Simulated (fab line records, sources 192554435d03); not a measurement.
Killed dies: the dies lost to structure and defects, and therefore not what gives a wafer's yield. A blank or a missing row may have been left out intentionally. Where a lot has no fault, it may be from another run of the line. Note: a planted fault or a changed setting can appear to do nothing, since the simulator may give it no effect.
Chamber matching / flow n5Finfet / N5_BEOL_M5_CURE_79 on uvCure-01 has 3 sister chambers
The step cures SiCOH lowk, time 240 s. 16 wafers are shown with their chamber, then 8 later ones without.

== WAFERS PAIRED WITH THEIR CHAMBERS ==
wafer=L077.3; chamber=2; wafer_temp_C_max=386.4; lampPowerPct (%)=52.31
wafer=L077.5; chamber=2; wafer_temp_C_max=386.3; lampPowerPct (%)=52.33
wafer=L077.6; chamber=2; wafer_temp_C_max=386.0; lampPowerPct (%)=52.25
wafer=L079.3; chamber=2; wafer_temp_C_max=386.1; lampPowerPct (%)=52.28
wafer=L079.4; chamber=2; wafer_temp_C_max=385.6; lampPowerPct (%)=52.27
wafer=L079.6; chamber=2; wafer_temp_C_max=386.2; lampPowerPct (%)=52.32
wafer=L078.1; chamber=1; wafer_temp_C_max=387.6; lampPowerPct (%)=52.30
wafer=L078.2; chamber=1; wafer_temp_C_max=387.6; lampPowerPct (%)=52.39
wafer=L078.5; chamber=1; wafer_temp_C_max=387.9; lampPowerPct (%)=52.32
wafer=L082.2; chamber=0; wafer_temp_C_max=387.6; lampPowerPct (%)=52.37
wafer=L082.3; chamber=0; wafer_temp_C_max=388.6; lampPowerPct (%)=52.33
wafer=L082.6; chamber=0; wafer_temp_C_max=387.2; lampPowerPct (%)=52.32
wafer=L086.1; chamber=1; wafer_temp_C_max=388.7; lampPowerPct (%)=52.32
wafer=L086.3; chamber=1; wafer_temp_C_max=388.0; lampPowerPct (%)=52.31
wafer=L086.5; chamber=1; wafer_temp_C_max=388.1; lampPowerPct (%)=52.31
wafer=L087.1; chamber=1; wafer_temp_C_max=387.9; lampPowerPct (%)=52.28

SIGNATURES (means of the wafers above)
reading=wafer_temp_C_max; chamber 0=387.800; chamber 1=387.971; chamber 2=386.100; scatter within a chamber=0.418
reading=lampPowerPct; chamber 0=52.3400; chamber 1=52.3186; chamber 2=52.2933; scatter within a chamber=0.0321
Rule: distance of a wafer from a chamber = root of the sum over the readings of ((wafer's reading minus chamber's mean) / reading's scatter) squared. The wafer belongs to the nearest chamber; if the next one is less than 2 further off, it can't be placed. The scatter: the root of (the sum of the squares of (reading less its chamber's mean) over the shown wafers, divided by (wafers less chambers)).

== WAFERS MISSING THEIR CHAMBER ==
wafer=L087.4; wafer_temp_C_max=387.5; lampPowerPct (%)=52.29
wafer=L087.5; wafer_temp_C_max=387.4; lampPowerPct (%)=52.36
wafer=L089.1; wafer_temp_C_max=387.3; lampPowerPct (%)=52.35
wafer=L089.4; wafer_temp_C_max=387.6; lampPowerPct (%)=52.13
wafer=L089.5; wafer_temp_C_max=388.3; lampPowerPct (%)=52.36
wafer=L090.1; wafer_temp_C_max=387.6; lampPowerPct (%)=52.38
wafer=L090.2; wafer_temp_C_max=387.2; lampPowerPct (%)=52.32
wafer=L090.5; wafer_temp_C_max=387.4; lampPowerPct (%)=52.32

== THE CHAMBER EACH PASSED THROUGH ==
wafer=L087.4; from the rows above=can't be placed: 1 or 0 or 2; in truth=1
wafer=L087.5; from the rows above=can't be placed: 0 or 1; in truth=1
wafer=L089.1; from the rows above=can't be placed: 0 or 1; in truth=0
wafer=L089.4; from the rows above=can't be placed: 1 or 2 or 0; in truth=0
wafer=L089.5; from the rows above=can't be placed: 0 or 1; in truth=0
wafer=L090.1; from the rows above=can't be placed: 0 or 1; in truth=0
wafer=L090.2; from the rows above=can't be placed: 0 or 1 or 2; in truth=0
wafer=L090.5; from the rows above=can't be placed: 0 or 1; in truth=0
Correct placement for 0 of the 8. From these rows, 8 cannot be placed; in 8 the true chamber is one of the candidates. Number placed wrongly: 0.
